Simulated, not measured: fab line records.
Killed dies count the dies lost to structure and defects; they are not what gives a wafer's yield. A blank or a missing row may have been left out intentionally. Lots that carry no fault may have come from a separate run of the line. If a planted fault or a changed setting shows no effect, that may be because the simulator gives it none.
fab line records | flow n5_finfet
[record] lots = 7 | wafers = 39
route steps=1938 shown WELL_APT@26 FIN_SAQP@96 SD_EPI_P@321 HKMG_FIN@413 MOL_CONTACT_COAG@535 BEOL_M0_SAQP@672 BEOL_M1@838 BEOL_M4@1059
start_h: hours from the record's first day to the start of the lot's first wafer shown | wait_h: hours from the lot's prior step to this one | " as in the row above | L1.1+2: one row covering several wafers at once | - no value, or no start given | * or withheld: withheld | < > ~ a bound
route shown NAME@n: names a module that has steps shown in the file, with the first one's number in the route | usual: average and standard deviation across the fault-free wafers | same: alike in all rows | chamber/n: place in a boat | sites: the reading at each site | _std_site: standard deviation across them | _edge_site: inner sites' mean taken away from outer sites' mean | radius_mm: how far each site lies from the wafer's centre | mask NAME#n: copy n | behind: the most recent tool/chamber to have shaped the wafer | hold: why the lot was held/for how many hours/how that ended | device: transistor that didn't switch, given as n, p or np | end of line: the same wafers' tests at the end of the route | a step with no rows: only its recipe | killed: not the wafer's yield, but the dies lost to structure and defects at the first sort | map: shows each die of a wafer: x if killed, . if not, _ if none is there
set.NAME: the setting the step ran with; set.NAME@STEP: the setting that earlier step ran with | model.NAME: the simulator's own value behind a step, which no gauge read
one table per step and one row per wafer, for lots whose settings were changed on purpose
[[steps]]
[step N5_WELL_APT_DEVELOP_07]
[recipe] develop_time_s = 45 | rinse_liquid = surfactant_rinse | dry = air_spin | dev_temp_c = 21
[step N5_FIN_SAQP_HM_DEP_03]
[recipe] material = SiNx | target_thk_a = 380 | temp_c = 400 | precursor = SiH4/NH3/N2 | pressure_torr = 1.5 | rf_w = 300 | time_s = 33.6
[step N5_SD_EPI_P_EPI_21]
[recipe] material = SiGe:B | dopant = B | temp_c = 550 | pressure_torr = 20 | ambient = H2 | time_s = 355
[step N5_HKMG_FIN_CVD_62]
[recipe] material = a-Si | target_thk_a = 30 | temp_c = 500 | precursor = Si2H6 | pressure_torr = 1 | time_s = 20.8
[step N5_MOL_CONTACT_COAG_CONTACT_ETCH_14]
[recipe] chemistry = C4F6/O2 | target = SiO2 | target_depth_a = 275 | overetch_a = 85 | mask_material = SOC | pressure_mtorr = 30 | source_w = 370 | bias_w = 185 | Ar_flow_sccm = 300 | C4F6_flow_sccm = 16 | O2_flow_sccm = 10 | time_s = 20 | ion_energy_ev = 259.6
[step N5_BEOL_M0_SAQP_ETCH_106]
[recipe] chemistry = N2/H2 | target = SOC | target_depth_a = 1500 | stop_on = SiNx | ion_energy_ev = 100 | bias_w = 61 | pressure_mtorr = 30 | source_w = 850 | n2_flow_sccm = 200 | h2_flow_sccm = 200
[step N5_BEOL_M1_DEP_57]
[recipe] material = SiCN | target_thk_a = 80 | temp_c = withheld | precursor = 3MS/NH3 | pressure_torr = 3 | rf_w = 202 | time_s = 14
[step N5_BEOL_M4_DESCUM_33]
[recipe] chemistry = O2 | time_s = 7 | source_power_w = 50 | bias_power_w = 20 | pressure_mtorr = 20 | rf_frequency_hz = 2.712e+07 | temp_c = 40 | resist = CAR-EUV | o2_flow_sccm = 225
[step N5_BEOL_M4_RC_MEAS_101]
[usual] IOFF_N_LONG = 5.54e-05/2.5e-06 | ION_N = 675/12 | RS_SD_P = 65.6/0.97 | VT_N = 250/3.3 | VT_P_LVT = -99/3.1
lot.wafer | tool      | chamber | start_h | wait_h | device | set.develop_time_s@WELL_APT_DEVELOP_07 | set.time_s@FIN_SAQP_HM_DEP_03 | set.epi_growth_time_s@SD_EPI_P_EPI_21 | set.time_s@HKMG_FIN_CVD_62 | set.time_s@MOL_CONTACT_COAG_CONTACT_ETCH_14 | set.target_depth_a@BEOL_M0_SAQP_ETCH_106 | set.target_thk_a@BEOL_M1_DEP_57 | set.time_s@BEOL_M4_DESCUM_33 | IOFF_N_LONG[nA/um] | ION_N[uA/um] | RS_SD_P[ohm/sq] | VT_N[mV] | VT_P_LVT[mV]
L075.1    | prober-01 | 0       | 227.39  | 0.0    | -      | 68.46                                  | 33.6                          | 355                                   | 20.8                       | 20                                          | 1500                                     | 80                              | 7                            | 5.81e-05           | 671          | 63.3            | 252      | -99
L075.2    | "         | 0       | "       | "      | -      | 45                                     | 19.81                         | 355                                   | 25.43                      | 26.05                                       | 1500                                     | 80                              | 4.805                        | 5.03e-05           | 676          | 64.3            | 251      | -83
L075.3    | "         | 0       | "       | "      | -      | 45                                     | 19.81                         | 355                                   | 20.8                       | 20                                          | 1500                                     | 94.04                           | 4.805                        | 5.74e-05           | 671          | 63.9            | 247      | -96
L075.4    | "         | 0       | "       | "      | -      | 45                                     | 33.6                          | 355                                   | 20.8                       | 26.05                                       | 1500                                     | 80                              | 4.805                        | 5.8e-05            | 659          | 64.7            | 254      | -99
L075.5    | "         | 0       | "       | "      | -      | 68.46                                  | 33.6                          | 355                                   | 25.43                      | 20                                          | 1500                                     | 94.04                           | 7                            | 5.05e-05           | 651          | 63.7            | 256      | -86
L075.6    | "         | 0       | "       | "      | -      | 68.46                                  | 19.81                         | 355                                   | 25.43                      | 26.05                                       | 1500                                     | 94.04                           | 7                            | 5.05e-05           | 681          | 64.2            | 250      | -82
L079.1    | prober-02 | 0       | 232.19  | 0.0    | -      | 45                                     | 33.6                          | 355                                   | 20.8                       | 20                                          | 1981                                     | 122.5                           | 7                            | 5.8e-05            | 686          | 65.7            | 248      | -99
L079.2    | "         | 0       | "       | "      | -      | 27.63                                  | 15.26                         | 355                                   | 20.8                       | 20                                          | 1500                                     | 80                              | 9.624                        | 5.81e-05           | 704          | 65.0            | 241      | -95
L079.3    | "         | 0       | "       | "      | -      | 45                                     | 15.26                         | 355                                   | 20.8                       | 20                                          | 1981                                     | 80                              | 9.624                        | 5.79e-05           | 691          | 65.4            | 246      | -97
L079.4    | "         | 0       | "       | "      | -      | 27.63                                  | 33.6                          | 552.9                                 | 20.8                       | 20                                          | 1500                                     | 122.5                           | 9.624                        | 5.77e-05           | 667          | 48.8            | 250      | -98
L079.5    | "         | 0       | "       | "      | -      | 45                                     | 15.26                         | 552.9                                 | 20.8                       | 20                                          | 1500                                     | 122.5                           | 7                            | 5.75e-05           | 703          | 47.8            | 241      | -89
L079.6    | "         | 0       | "       | "      | -      | 27.63                                  | 33.6                          | 552.9                                 | 20.8                       | 20                                          | 1981                                     | 80                              | 7                            | 5.81e-05           | 694          | 48.0            | 246      | -94
L082.1    | prober-01 | 0       | 254.70  | 0.0    | -      | 45                                     | 44.36                         | 212.7                                 | 24.01                      | 20                                          | 1500                                     | 57.46                           | 7                            | 5.4e-05            | 654          | 101.2           | 251      | -105
L082.2    | "         | 0       | "       | "      | -      | 45                                     | 33.6                          | 355                                   | 24.01                      | 31.7                                        | 1008                                     | 80                              | 7                            | 5.5e-05            | 682          | 65.4            | 250      | -93
L082.3    | "         | 0       | "       | "      | -      | 20.32                                  | 33.6                          | 212.7                                 | 20.8                       | 31.7                                        | 1500                                     | 80                              | 7                            | 5.43e-05           | 682          | 99.4            | 246      | -101
L082.4    | "         | 0       | "       | "      | -      | 45                                     | 44.36                         | 355                                   | 20.8                       | 31.7                                        | 1500                                     | 57.46                           | 7                            | 5.43e-05           | 672          | 66.3            | 252      | -94
L082.5    | "         | 0       | "       | "      | -      | 20.32                                  | 33.6                          | 212.7                                 | 24.01                      | 20                                          | 1008                                     | 57.46                           | 7                            | 5.48e-05           | 677          | 102.1           | 248      | -105
L082.6    | "         | 0       | "       | "      | -      | 20.32                                  | 44.36                         | 355                                   | 20.8                       | 20                                          | 1008                                     | 80                              | 7                            | 5.66e-05           | 676          | 65.5            | 251      | -95
L086.1    | prober-01 | 0       | 279.39  | 0.0    | -      | 36.84                                  | 33.6                          | 355                                   | 20.8                       | 20                                          | 1782                                     | 80                              | 7                            | 5.09e-05           | 674          | 67.0            | 250      | -100
L086.2    | "         | 0       | "       | "      | -      | 36.84                                  | 27.44                         | 355                                   | 13.2                       | 20                                          | 1500                                     | 80                              | 7                            | 5.21e-05           | 697          | 66.6            | 246      | -98
L086.3    | "         | 0       | "       | "      | -      | 45                                     | 33.6                          | 444.9                                 | 13.2                       | 20                                          | 1782                                     | 80                              | 7                            | 5.22e-05           | 680          | 56.8            | 249      | -99
L086.4    | "         | 0       | "       | "      | np     | 45                                     | 27.44                         | 355                                   | 13.2                       | 8.456                                       | 1782                                     | 80                              | 7                            | -                  | -            | -               | -        | -
L086.5    | "         | 0       | "       | "      | np     | 45                                     | 27.44                         | 444.9                                 | 20.8                       | 8.456                                       | 1500                                     | 80                              | 7                            | -                  | -            | -               | -        | -
L086.6    | "         | 0       | "       | "      | np     | 36.84                                  | 33.6                          | 444.9                                 | 20.8                       | 8.456                                       | 1500                                     | 80                              | 7                            | -                  | -            | -               | -        | -
L084.1    | prober-01 | 0       | 284.29  | 0.0    | -      | 56.09                                  | 33.6                          | 355                                   | 29.89                      | 20                                          | 2354                                     | 80                              | 7                            | 2.17e-05           | 487          | 64.4            | 336      | -55
L084.2    | "         | 0       | "       | "      | -      | 45                                     | 33.6                          | 355                                   | 20.8                       | 20                                          | 2354                                     | 80                              | 7                            | 5.81e-05           | 674          | 64.7            | 247      | -98
L084.3    | "         | 0       | "       | "      | -      | 56.09                                  | 33.6                          | 355                                   | 20.8                       | 20                                          | 2354                                     | 105.5                           | 7                            | 5.73e-05           | 667          | 64.6            | 251      | -99
L084.4    | "         | 0       | "       | "      | -      | 56.09                                  | 33.6                          | 355                                   | 20.8                       | 20                                          | 1500                                     | 105.5                           | 7                            | 5.73e-05           | 689          | 63.9            | 246      | -95
L084.5    | "         | 0       | "       | "      | -      | 45                                     | 33.6                          | 355                                   | 29.89                      | 20                                          | 1500                                     | 105.5                           | 7                            | 2.23e-05           | 489          | 64.3            | 334      | -54
L084.6    | "         | 0       | "       | "      | -      | 45                                     | 33.6                          | 355                                   | 29.89                      | 20                                          | 1500                                     | 80                              | 7                            | 2.25e-05           | 484          | 63.8            | 337      | -55
L092.1    | prober-02 | 0       | 323.48  | 0.0    | -      | 29.13                                  | 33.6                          | 355                                   | 32.29                      | 28.39                                       | 1500                                     | 80                              | 7                            | 2.8e-05            | 314          | 67.3            | 418      | -26
L092.2    | "         | 0       | "       | "      | -      | 29.13                                  | 33.6                          | 355                                   | 20.8                       | 20                                          | 2250                                     | 80                              | 7                            | 5.71e-05           | 691          | 65.6            | 243      | -93
L092.3    | "         | 0       | "       | "      | -      | 45                                     | 33.6                          | 355                                   | 32.29                      | 28.39                                       | 2250                                     | 80                              | 7                            | 2.75e-05           | 320          | 65.7            | 412      | -22
L092.4    | "         | 0       | "       | "      | -      | 45                                     | 33.6                          | 355                                   | 20.8                       | 20                                          | 1500                                     | 80                              | 7                            | 5.81e-05           | 666          | 66.4            | 247      | -95
L092.5    | "         | 0       | "       | "      | -      | 45                                     | 33.6                          | 355                                   | 20.8                       | 28.39                                       | 1500                                     | 80                              | 7                            | 5.82e-05           | 668          | 66.4            | 255      | -97
L092.6    | "         | 0       | "       | "      | -      | 29.13                                  | 33.6                          | 355                                   | 32.29                      | 20                                          | 2250                                     | 80                              | 7                            | 2.85e-05           | 323          | 67.1            | 410      | -24
L097.1    | prober-01 | 0       | 381.10  | 0.0    | -      | 45                                     | 33.6                          | 355                                   | 20.8                       | 20                                          | 1500                                     | 80                              | 7                            | 5.65e-05           | 677          | 65.1            | 251      | -99
L097.2    | "         | 0       | "       | "      | -      | 45                                     | 33.6                          | 355                                   | 20.8                       | 20                                          | 1500                                     | 80                              | 7                            | 5.65e-05           | 676          | 64.5            | 249      | -99
L097.6    | "         | 0       | "       | "      | -      | 45                                     | 33.6                          | 355                                   | 20.8                       | 20                                          | 1500                                     | 80                              | 7                            | 5.7e-05            | 680          | 64.1            | 253      | -100
[[key]]
[split] step = N5_WELL_APT_DEVELOP_07 | setting = develop_time_s | stated_as = 45
response none clear
[split] step = N5_FIN_SAQP_HM_DEP_03 | setting = time_s | stated_as = 33.6
response none clear
[split] step = N5_SD_EPI_P_EPI_21 | setting = epi_growth_time_s | stated_as = 355
[response] step = N5_BEOL_M4_RC_MEAS_101 | reading = RS_SD_P | slope = -0.493 | per = 1% | together_with = all | explained = 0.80
[split] step = N5_HKMG_FIN_CVD_62 | setting = time_s | stated_as = 20.8
[response] step = N5_BEOL_M4_RC_MEAS_101 | reading = IOFF_N_LONG | slope = -5.34e-07 | per = 1% | together_with = all | explained = 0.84
[response] step = N5_BEOL_M4_RC_MEAS_101 | reading = VT_P_LVT | slope = +0.95 | per = 1% | together_with = all | explained = 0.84
[response] step = N5_BEOL_M4_RC_MEAS_101 | reading = ION_N | slope = -4.46 | per = 1% | together_with = all | explained = 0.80
[response] step = N5_BEOL_M4_RC_MEAS_101 | reading = VT_N | slope = +2.04 | per = 1% | together_with = all | explained = 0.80
[split] step = N5_MOL_CONTACT_COAG_CONTACT_ETCH_14 | setting = time_s | stated_as = 20
response none clear
[split] step = N5_BEOL_M0_SAQP_ETCH_106 | setting = target_depth_a | stated_as = 1500
response none clear
[split] step = N5_BEOL_M1_DEP_57 | setting = target_thk_a | stated_as = 80
response none clear
[split] step = N5_BEOL_M4_DESCUM_33 | setting = time_s | stated_as = 7
response none clear
